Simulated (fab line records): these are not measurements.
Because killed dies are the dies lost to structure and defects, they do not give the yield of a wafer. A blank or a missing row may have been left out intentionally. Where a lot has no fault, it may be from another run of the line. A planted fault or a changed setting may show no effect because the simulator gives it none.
One fault seen from 2 desks -- flow n5 finfet -- each desk has only its own numbers; what lay behind them comes last

THE TOOL OWNER'S DESK: litho track-01
The tool's own readings at N5_BEOL_M11_COAT_60 (time 60 s, resist thk 30 nm): means of the sampled wafers that have a number, for each lot that ran on this tool. Marked OUT: a lot whose mean sits more than 4 standard deviations from the usual mean, which makes it out of limits; the brackets give that distance.
Columns: A = spin speed rpm at N5_BEOL_M11_COAT_60, usual 1500.0 rpm
lot,first seen here,A
L783,day 10 15:20,1501.0
L787,day 11 21:12,1499.2
L788,day 12 07:33,1659.4 (+99 or more) OUT
L792,day 13 16:19,1658.4 (+99 or more) OUT
L793,day 13 16:47,1658.6 (+99 or more) OUT
Finding of this desk: L788, L792, L793 out of limits; the first was L788 at day 12 07:33, on spin speed rpm at N5_BEOL_M11_COAT_60. In limits: L783, L787.

METROLOGY DESK
Means of the sampled wafers that have a number, per lot and without regard to the tool the lot ran on: this is what the gauges read. Marked OUT: a lot whose mean sits more than 4 standard deviations from the usual mean, which makes it out of limits; the brackets give that distance.
Columns: A = M10_RS at N5_BEOL_M10_RS_MEAS_57, usual 0.152 ohm/sq
lot,first seen here,A
L783,day 10 12:57,0.151
L785,day 11 09:15,0.151
L786,day 11 09:47,0.152
L787,day 11 17:26,0.150
L788,day 12 05:28,0.150
L792,day 13 14:42,0.153
L793,day 13 14:58,0.149
L796,day 13 21:10,0.151
L800,day 14 18:58,0.153
L799,day 14 22:04,0.150
Finding of this desk: none of the 10 lots has anything out of limits.

BROUGHT TOGETHER
The tool owner's desk could have raised an alarm at day 12 07:33, on L788, L792, L793.
From the metrology desk's view, nothing was out of limits.
The metrology desk holds a record of L788, L792, L793, inside its limits.
On litho track-01, each named lot ran N5_BEOL_M11_COAT_60.

WHAT HAD BEEN PUT IN BY THE SIMULATOR
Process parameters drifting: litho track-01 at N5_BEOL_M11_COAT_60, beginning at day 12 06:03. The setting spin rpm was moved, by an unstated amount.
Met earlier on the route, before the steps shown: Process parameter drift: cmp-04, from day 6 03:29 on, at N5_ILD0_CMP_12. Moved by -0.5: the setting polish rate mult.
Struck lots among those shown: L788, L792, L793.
How many hours passed from the start of the fault until each desk's first out-of-limits reading: the tool owner's desk, 2.
